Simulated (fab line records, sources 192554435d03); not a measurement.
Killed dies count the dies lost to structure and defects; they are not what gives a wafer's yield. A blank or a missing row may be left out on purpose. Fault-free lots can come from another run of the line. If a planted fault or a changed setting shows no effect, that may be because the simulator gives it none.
Matching of chambers    flow n5-finfet    N5_MIM_BOT_ETCH_ETCH_04 on rie-diel-03 has 3 sister chambers
The step etches SiNx in CF4/O2, target depth 26 nm, time 13 s. 18 wafers are shown with their chamber, then 7 later ones without.

## WAFERS, EACH WITH ITS CHAMBER
wafer   chamber  showerhead-plenum-p-Torr (Torr)  drypump-motor-current-A (A)  throttle-valve-pct (%)
L077.1  2        2.32                             5.8                          15.98
L077.4  3        2.16                             5.3                          15.65
L077.5  1        2.15                             5.5                          16.06
L082.2  3        2.16                             5.3                          15.65
L082.4  1        2.14                             5.5                          16.08
L082.5  2        2.31                             5.8                          16.00
L086.2  3        2.16                             5.3                          15.66
L086.4  1        2.14                             5.5                          16.09
L086.6  1        2.14                             5.5                          16.09
L089.1  3        2.16                             5.3                          15.66
L089.3  2        2.31                             5.8                          16.01
L089.4  1        2.14                             5.5                          16.09
L085.2  3        2.16                             5.3                          15.67
L085.3  1        2.14                             5.4                          16.11
L085.5  1        2.14                             5.5                          16.10
L091.2  1        2.14                             5.5                          16.14
L091.4  2        2.31                             5.8                          16.01
L091.5  1        2.14                             5.5                          16.11

SIGNATURES, as means of the wafers listed above
reading                   chamber 1  chamber 2  chamber 3  scatter within a chamber
showerhead-plenum-p-Torr  2.1411     2.3125     2.1600     0.00331
drypump-motor-current-A   5.489      5.800      5.300      0.0243
throttle-valve-pct        16.0967    16.0000    15.6580    0.018
Rule: a wafer lies at a distance from a chamber equal to the root of the sum of squares, over the readings, of (its reading less the chamber's mean, divided by the reading's scatter). If the next closest chamber is less than 2 further off than the closest, the wafer can't be placed; otherwise it belongs to the closest. How the scatter is found: for the shown wafers, subtract from each reading the mean of its chamber, square and add these, divide the total by (wafers less chambers), then take the root.

## WAFERS MISSING THEIR CHAMBER
wafer   showerhead-plenum-p-Torr (Torr)  drypump-motor-current-A (A)  throttle-valve-pct (%)
L093.1  2.14                             5.5                          16.11
L093.4  2.31                             5.8                          16.00
L093.5  2.15                             5.3                          15.69
L094.1  2.30                             5.8                          16.02
L094.2  2.15                             5.3                          15.72
L095.4  2.15                             5.3                          15.74
L095.6  2.30                             5.8                          16.06

## WHICH CHAMBER EACH WENT THROUGH
wafer   from the rows above  in truth
L093.1  1                    1
L093.4  2                    2
L093.5  3                    3
L094.1  2                    2
L094.2  3                    3
L095.4  3                    3
L095.6  2                    2
7 of 7 placed correctly. Not placeable from these rows: 0. Number placed wrongly: 0.
